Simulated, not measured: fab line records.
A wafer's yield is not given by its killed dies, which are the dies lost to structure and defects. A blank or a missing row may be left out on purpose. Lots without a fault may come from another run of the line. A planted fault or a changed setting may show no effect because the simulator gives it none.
fab line records | flow nand_harc
[record] lots = 14 wafers = 42 last_day = 33
route steps=1302 shown A_DECK1_JOINT@542 A_ONON_D2@559 A_CHANNEL_HOLE_D2@570 END@1302
lots that met no fault: taken from a fault-free run of the same line
start_h: hours from the record's first day to the start of the lot's first wafer shown | wait_h: hours elapsed since this lot's preceding step | " identical to the entry in the row above | L1.1+2: a single row standing in for several wafers | - no value present, or no start provided | * or withheld: withheld | < > ~ a bound
route shown NAME@n: names a module that has steps shown in the file, with the first one's number in the route | usual: mean/standard deviation taken from wafers without a fault | same: alike in all rows | chamber/n: place in a boat | sites: the reading at each site | _std_site: the standard deviation of these | _edge_site: inner sites' mean taken away from outer sites' mean | radius_mm: how far each site lies from the wafer's centre | mask NAME#n: copy n | behind: the most recent tool/chamber to have shaped the wafer | hold: reason for holding the lot/hours on hold/outcome of the hold | device: the n, p or np transistor that did not switch | end of line: at the end of the route, the tests of the same wafers | step lacking rows: just its recipe | killed: dies that structure and defects cost at the first sort, which is not the same as the wafer's yield | map: a wafer's dies, marking killed ones x, the rest . and places with no die _
set.NAME: the setting as run; set.NAME@STEP: as run at that earlier step | model.NAME: the simulator's own value behind a step, which no gauge read
steps of the route over a sample of lots; a table a step, a row a wafer
services: the hour from which a tool's chamber was out of use, counted from the record's first day as start_h (under 0 if before that day), plus the number of hours and why
[[steps]]
[step NHARC_A_DECK1_JOINT_DEP_16]
[recipe] target_thk_a = 450 temp_c = 400 pressure_torr = 6.5 rf_w = 900 teos_flow_sccm = 161.4 flow_sccm = 2650 target_thk_nm = 45 gas = O2 material = SiO2
[usual] heater_power_w = 534/65 throttle_valve_pct = 15.7/0.81
// columns lot.wafer tool chamber start_h wait_h heater_power_w throttle_valve_pct
L768.1 pecvd-02 1 288.09 0.1 570 14.5
L768.2 " 2 " " 527 14.9
L768.3 " 0 " " 494 15.9
L769.1 pecvd-01 0 288.11 0.1 659 16.6
L769.3 " 2 " " 439 16.8
L769.5 " 2 " " 443 16.8
L770.1 pecvd-02 2 298.99 0.1 505 15.0
L770.5 " 2 " " 490 15.0
L770.4 " 0 " " 599 15.7
L779.1 pecvd-02 2 383.27 0.1 455 15.3
L779.4 " 2 " " 469 15.1
L779.5 " 0 " " 504 15.9
L780.2 pecvd-02 1 396.71 0.1 483 14.5
L780.1 " 0 " " 566 16.1
L780.5 " 0 " " 554 16.0
L781.2 pecvd-03 0 417.17 0.1 602 16.3
L781.1 " 1 " " 650 15.3
L781.4 " 0 " " 584 16.5
L783.2 pecvd-01 1 426.12 0.1 544 15.8
L783.1 " 0 " " 727 17.1
L783.6 " 1 " " 539 16.0
L785.2 pecvd-01 2 444.68 0.1 472 16.5
L785.3 " 0 " " 553 17.0
L785.4 " 2 " " 477 16.6
L784.1 pecvd-02 2 444.71 0.1 513 15.0
L784.3 " 0 " " 467 16.6
L784.6 " 0 " " 485 16.6
L787.1 pecvd-02 0 476.52 0.1 483 16.5
L787.3 " 1 " " 513 14.9
L787.4 " 0 " " 479 16.7
L789.1 pecvd-02 2 477.34 0.1 511 15.1
L789.2 " 0 " " 503 16.5
L789.5 " 2 " " 529 14.8
L788.3 pecvd-02 1 482.89 0.1 457 15.0
L788.1 " 2 " " 494 15.2
L788.6 " 1 " " 463 14.7
L790.2 pecvd-03 1 483.01 0.1 671 15.5
L790.1 " 0 " " 563 16.6
L790.5 " 0 " " 575 16.4
L791.3 pecvd-01 1 506.15 0.1 574 15.7
L791.2 " 0 " " 707 16.9
L791.4 " 1 " " 589 15.9
[step NHARC_A_ONON_D2_THK_MEAS_21]
[recipe] thk_meas_gauge = ellipsometry
[usual] thk_nm = 998/11
// columns lot.wafer tool chamber start_h wait_h thk_nm
L769.1 film_metro-02 - 299.83 - 983
L769.3 " - " " 982
L769.5 " - " " 983
L768.1 film_metro-01 - 299.84 - 1008
L768.2 " - " " 1008
L768.3 " - " " 1009
L770.1 film_metro-01 - 313.37 - 1007
L770.4 " - " " 1005
L770.5 " - " " 1004
L779.1 film_metro-01 - 394.15 - 1005
L779.4 " - " " 1005
L779.5 " - " " 1004
L780.1 film_metro-01 - 408.15 - 992
L780.2 " - " " 989
L780.5 " - " " 991
L781.1 film_metro-01 - 428.92 - 990
L781.2 " - " " 989
L781.4 " - " " 991
L783.1 film_metro-02 - 439.41 - 982
L783.2 " - " " 984
L783.6 " - " " 983
L784.1 film_metro-02 - 455.75 - 1004
L784.3 " - " " 1004
L784.6 " - " " 1002
L785.2 film_metro-01 - 455.75 - 983
L785.3 " - " " 986
L785.4 " - " " 985
L787.1 film_metro-02 - 487.99 - 1003
L787.3 " - " " 1000
L787.4 " - " " 1002
L789.1 film_metro-02 - 488.13 - 979
L789.2 " - " " 980
L789.5 " - " " 980
L790.1 film_metro-01 - 494.61 - 1002
L790.2 " - " " 1003
L790.5 " - " " 1003
L788.1 film_metro-02 - 494.61 - 993
L788.3 " - " " 994
L788.6 " - " " 996
L791.2 film_metro-01 - 517.24 - 999
L791.3 " - " " 999
L791.4 " - " " 999
[step NHARC_A_CHANNEL_HOLE_D2_DEP_00]
[recipe] target_thk_a = 31000 temp_c = 400 material = aC
[usual] throttle_valve_pct = 35.001/0.0092
// columns lot.wafer tool chamber start_h wait_h throttle_valve_pct
L768.1 acl_dep-03 0 302.14 0.1 34.998
L768.2 " 0 " " 35.007
L768.3 " 0 " " 34.998
L768.1 acl_dep-01 0 305.04 2.6 35.007
L768.2 " 0 " " 34.994
L768.3 " 0 " " 34.997
L769.1 acl_dep-02 0 302.27 0.2 34.995
L769.3 " 0 " " 35.019
L769.5 " 0 " " 34.989
L769.1 acl_dep-01 0 305.04 2.5 34.993
L769.3 " 0 " " 35.014
L769.5 " 0 " " 34.997
L770.1 acl_dep-03 0 318.95 3.3 34.994
L770.4 " 0 " " 35.009
L770.5 " 0 " " 35.015
L770.1 acl_dep-03 0 322.85 3.6 34.991
L770.4 " 0 " " 34.987
L770.5 " 0 " " 34.992
L779.1 acl_dep-02 0 396.61 0.2 35.000
L779.4 " 0 " " 35.004
L779.5 " 0 " " 34.986
L780.1 acl_dep-02 0 411.32 0.9 35.011
L780.2 " 0 " " 34.998
L780.5 " 0 " " 34.997
L781.1 acl_dep-03 0 435.07 3.9 35.002
L781.2 " 0 " " 35.012
L781.4 " 0 " " 34.998
L783.1 acl_dep-03 0 441.71 0.1 35.007
L783.2 " 0 " " 34.991
L783.6 " 0 443.28 1.6 35.000
L784.1 acl_dep-01 0 463.35 5.4 34.998
L784.3 " 0 " " 35.009
L784.6 " 0 " " 35.007
L785.2 acl_dep-03 0 463.90 5.9 34.975
L785.3 " 0 " " 35.002
L785.4 " 0 " " 34.982
L787.1 acl_dep-01 0 492.47 2.3 35.005
L787.3 " 0 " " 35.011
L787.4 " 0 " " 34.984
L789.1 acl_dep-02 0 493.92 3.4 34.996
L789.2 " 0 " " 34.982
L789.5 " 0 " " 34.981
L788.1 acl_dep-03 0 501.54 4.7 35.008
L788.3 " 0 " " 35.002
L788.6 " 0 " " 34.990
L790.1 acl_dep-02 0 501.79 4.7 35.002
L790.2 " 0 " " 34.998
L790.5 " 0 " " 35.002
L791.2 acl_dep-03 0 519.92 0.4 34.988
L791.3 " 0 " " 35.002
L791.4 " 0 " " 35.010
[step NHARC_A_CHANNEL_HOLE_D2_OVL_MEAS_11]
[usual] overlay_x_nm = 0.1/0.94 overlay_y_nm = -0.1/0.79
// columns lot.wafer tool chamber start_h wait_h overlay_x_nm overlay_y_nm
L769.1 overlay-02 - 307.61 - -0.5 -1.3
L769.3 " - " " 0.3 -0.9
L769.5 " - " " -0.4 -1.0
L768.1 overlay-01 - 307.65 - -1.4 1.3
L768.2 " - " " -0.8 1.7
L768.3 " - " " -1.2 1.0
L770.1 overlay-01 - 325.87 - -0.4 0.1
L770.4 " - " " 0.0 0.2
L770.5 " - " " -0.1 0.4
L779.1 overlay-01 - 399.18 - -0.6 0.9
L779.4 " - " " -0.1 0.6
L779.5 " - " " -0.9 0.2
L780.1 overlay-02 - 414.07 - 0.7 -1.1
L780.2 " - " " 0.8 -0.6
L780.5 " - " " 0.4 -0.5
L781.1 overlay-01 - 437.79 - -0.1 2.0
L781.2 " - " " -0.5 1.5
L781.4 " - " " 0.0 1.6
L783.1 overlay-01 - 444.51 - -0.5 0.0
L783.2 " - " " -0.4 0.9
L783.6 " - " " -0.5 0.8
L784.1 overlay-01 - 466.13 - -1.5 -1.0
L784.3 " - " " -1.3 -0.9
L784.6 " - " " -1.3 -1.4
L785.2 overlay-02 - 466.31 - 1.3 0.1
L785.3 " - " " 0.9 0.6
L785.4 " - " " 1.4 -0.5
L787.1 overlay-01 - 495.29 - 1.8 0.5
L787.3 " - " " 1.1 0.5
L787.4 " - " " 1.6 0.0
L789.1 overlay-01 - 496.66 - 1.8 -0.1
L789.2 " - " " 1.9 -0.6
L789.5 " - " " 1.6 -0.3
L788.1 overlay-02 - 504.29 - 1.0 -0.2
L788.3 " - " " 0.9 0.0
L788.6 " - " " 1.1 0.2
L790.1 overlay-01 - 504.53 - 0.1 0.5
L790.2 " - " " 0.8 -0.5
L790.5 " - " " 0.1 0.2
L791.2 overlay-02 - 522.33 - 0.9 -0.9
L791.3 " - " " 0.2 -0.5
L791.4 " - " " 0.3 -0.9
[step NHARC_END_SORT_01]
[recipe] temp_c = 25
[usual] killed_at_array = 61/23 killed_at_other = 1.3/1.4 killed_at_periphery = 4.0/2.6 killed_dies = 66/22 killed_open = 3.4/1.8 killed_short = 2.3/1.4
[same] gross_dies = 677
// columns lot.wafer tool chamber start_h wait_h killed_at_array killed_at_other killed_at_periphery killed_dies killed_open killed_short
L769.1 prober-02 0 570.70 2.5 670 2 5 677 4 2
L769.3 prober-02 0 572.28 3.1 671 2 4 677 3 2
L769.5 prober-02 0 573.86 3.7 668 1 8 677 4 2
L768.1 prober-01 0 570.70 2.5 674 1 2 677 4 2
L768.2 prober-01 0 571.50 2.8 670 0 7 677 2 4
L768.3 prober-01 0 572.30 3.1 675 1 1 677 3 2
L770.1 prober-02 0 580.60 2.5 674 1 2 677 4 1
L770.4 prober-02 0 583.03 3.4 674 1 2 677 0 3
L770.5 prober-02 0 583.84 3.7 677 0 0 677 6 3
// killed by level:class
L769.1 A_CHANNEL_HOLE_D2:area_dep=611 A_CHANNEL_HOLE_D1:chamber_film_flake=36 A_CHANNEL_HOLE_D2:chamber_film_flake=6 A_CONTACT:chamber_film_flake=4 A_WL_FILL:chamber_film_flake=3 A_CONTACT:unspecified=3 A_BLC:geometric_particle:open=2 P_ZERO_WELL:chamber_film_flake=2
L768.1 A_CHANNEL_HOLE_D2:area_dep=576 A_CHANNEL_HOLE_D2:chamber_film_flake=37 A_CHANNEL_HOLE_D1:chamber_film_flake=27 A_SLIT:chamber_film_flake=19 A_WL_FILL:chamber_film_flake=3 A_STAIRCASE:chamber_film_flake=2 A_CONTACT:chamber_film_flake=2 A_M0:chamber_film_flake=2
L768.2 A_CHANNEL_HOLE_D2:area_dep=573 A_CHANNEL_HOLE_D2:chamber_film_flake=33 A_CHANNEL_HOLE_D1:chamber_film_flake=31 A_SLIT:chamber_film_flake=19 A_CHANNEL_FILL_D1:chamber_film_flake=4 P_STI:chamber_film_flake=2 P_CONTACT:chamber_film_flake=2 A_ZERO_WELL:chamber_film_flake=2
L769.3 A_CHANNEL_HOLE_D2:area_dep=611 A_CHANNEL_HOLE_D1:chamber_film_flake=29 A_STAIRCASE:chamber_film_flake=11 A_CHANNEL_HOLE_D2:chamber_film_flake=7 A_CONTACT:unspecified=6 P_ZERO_WELL:chamber_film_flake=4 THIN_TSV:chamber_film_flake=2 A_ONON_D2:geometric_particle:short=1
L768.3 A_CHANNEL_HOLE_D2:area_dep=573 A_SLIT:chamber_film_flake=33 A_CHANNEL_HOLE_D2:chamber_film_flake=29 A_CHANNEL_HOLE_D1:chamber_film_flake=24 A_CONTACT:chamber_film_flake=3 A_M0:chamber_film_flake=3 A_CHANNEL_FILL_D1:chamber_film_flake=2 A_STAIRCASE:chamber_film_flake=2
L769.5 A_CHANNEL_HOLE_D2:area_dep=601 A_CHANNEL_HOLE_D1:chamber_film_flake=36 A_CHANNEL_HOLE_D2:chamber_film_flake=14 A_CONTACT:unspecified=6 A_STAIRCASE:chamber_film_flake=5 P_ZERO_WELL:chamber_film_flake=3 A_CHANNEL_FILL_D2:geometric_particle:short=2 P_M1:chamber_film_flake=2
L770.1 A_CHANNEL_HOLE_D2:area_dep=619 A_CHANNEL_HOLE_D1:chamber_film_flake=39 A_CHANNEL_HOLE_D2:chamber_film_flake=8 A_STAIRCASE:chamber_film_flake=2 P_M0:geometric_particle:open=1 A_DECK1_JOINT:geometric_particle:open=1 A_CHANNEL_FILL_D2:geometric_particle:open=1 A_WL_FILL:geometric_particle:open=1
L770.4 A_CHANNEL_HOLE_D2:area_dep=622 A_CHANNEL_HOLE_D1:chamber_film_flake=35 A_CHANNEL_HOLE_D2:chamber_film_flake=7 A_STAIRCASE:chamber_film_flake=3 A_CHANNEL_FILL_D1:geometric_particle:short=2 A_CONTACT:chamber_film_flake=2 A_ONON_D1:geometric_particle:short=1 P_ZERO_WELL:chamber_film_flake=1
L770.5 A_CHANNEL_HOLE_D2:area_dep=633 A_CHANNEL_HOLE_D1:chamber_film_flake=21 A_CHANNEL_HOLE_D2:chamber_film_flake=10 A_DECK1_JOINT:geometric_particle:open=2 A_CHANNEL_HOLE_D2:geometric_particle:open=2 A_CHANNEL_HOLE_D2:geometric_particle:short=2 A_CONTACT:chamber_film_flake=2 A_ONON_D1:geometric_particle:open=1
[[services]]
// columns tool chamber start_h hours kind
acl_dep-03 - 305.95 13.0 pm
pecvd-03 - 307.94 1.1 repair
pecvd-01 - 311.00 13.0 pm
pecvd-01 0 311.00 13.0 vent_cycle
pecvd-01 1 311.00 13.0 vent_cycle
pecvd-01 2 311.00 13.0 vent_cycle
pecvd-01 0 324.00 - clean
pecvd-01 1 324.00 - clean
pecvd-01 0 360.72 1.7 repair
pecvd-02 - 361.38 0.6 repair
pecvd-03 - 366.11 13.0 pm
acl_dep-01 - 370.24 13.0 pm
pecvd-02 - 408.11 13.0 pm
pecvd-02 0 408.11 13.0 vent_cycle
pecvd-02 1 408.11 13.0 vent_cycle
pecvd-02 2 408.11 13.0 vent_cycle
pecvd-02 0 421.11 - clean
pecvd-02 1 421.11 - clean
pecvd-02 2 421.11 - clean
acl_dep-02 - 424.21 13.0 pm
pecvd-03 0 439.79 4.7 repair
pecvd-01 - 459.89 0.6 repair
acl_dep-03 - 487.90 13.0 pm
pecvd-01 - 492.06 13.0 pm
[[key]]
[first_sign] step = NHARC_A_CHANNEL_HOLE_D2_DEP_00 reading = visit direction = added
[effect] step = NHARC_END_SORT_01 reading = killed_dies direction = up sigmas = 27 usual = 66 struck = 677
[more_kills_born_at] NHARC_A_CHANNEL_HOLE_D2_DEP_00@acl_dep-01 = 3545 NHARC_A_CHANNEL_HOLE_D2_DEP_00@acl_dep-03 = 1874
met_at NHARC_A_CHANNEL_HOLE_D2_DEP_00
struck_lots L768,L769,L770
later_rows_left_out L768.1,L768.2,L768.3,L769.1,L769.3,L769.5,L770.1,L770.4,L770.5
tester_left_out L768,L769,L770
not_acting_at NHARC_A_DECK1_JOINT_DEP_16,NHARC_A_ONON_D2_THK_MEAS_21,NHARC_A_CHANNEL_HOLE_D2_OVL_MEAS_11
[fault] kind = repeated_step_whole tool = acl_dep-01,acl_dep-02,acl_dep-03 chamber = - onset_h = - steps = NHARC_A_CHANNEL_HOLE_D2_DEP_00 times = 1 scope = struck_lots_only
// tester_left_out: of these lots the tester's yield and bins aren't shown, on N5 and GAA mostly nor the transistor test; their killed dies are dies lost to structure and defects alone, not to doping, threshold or leakage, so they don't give the yield
// later_rows_left_out: the simulator's readings of these wafers behind a module that went badly wrong aren't trusted and aren't shown, but for the sort
